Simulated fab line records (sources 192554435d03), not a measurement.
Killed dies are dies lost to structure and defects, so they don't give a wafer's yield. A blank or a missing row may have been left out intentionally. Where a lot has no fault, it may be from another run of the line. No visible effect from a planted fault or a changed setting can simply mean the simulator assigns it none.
Chamber matching -- flow n5-finfet -- 4 sister chambers for N5_BEOL_M0_SAQP_ETCH_83 on rie-diel-01
The step etches SiARC in CF4, target depth 39 nm, time 65 s. 4 wafers are shown with their chamber, then 12 later ones without.

EACH WAFER AND ITS CHAMBER
wafer,chamber,drypump-motor-current-A (A)
L087.5,0,5.5
L087.6,1,5.4
L089.4,3,6.0
L089.6,2,5.3

WAFERS MISSING THEIR CHAMBER
wafer,drypump-motor-current-A (A)
L091.2,6.0
L091.3,5.4
L091.5,5.5
L092.1,5.5
L092.2,6.0
L092.5,5.5
L093.3,5.3
L093.5,5.2
L093.6,6.1
L095.2,5.3
L095.5,5.5
L095.6,6.0

THE CHAMBER EACH PASSED THROUGH
wafer,from the rows above,in truth
L091.2,3,3
L091.3,1,1
L091.5,0,0
L092.1,0,0
L092.2,3,3
L092.5,0,0
L093.3,2,2
L093.5,2,2
L093.6,3,3
L095.2,2,2
L095.5,0,0
L095.6,3,3
Correct placement for 12 of the 12. Can't be placed from these rows: 0. Wrongly placed: 0.
How it was worked out, from the rows above alone: a wafer's distance from a chamber is the root of the sum, over the readings, of the square of ((its reading less the chamber's mean) divided by the reading's scatter). The wafer belongs to the nearest chamber; if the next one is less than 2 further off, it can't be placed. A chamber's mean is the mean of its shown wafers. The scatter: with one shown wafer a chamber, the root of the mean of the squares of how far each hidden wafer lies from its nearest shown one.
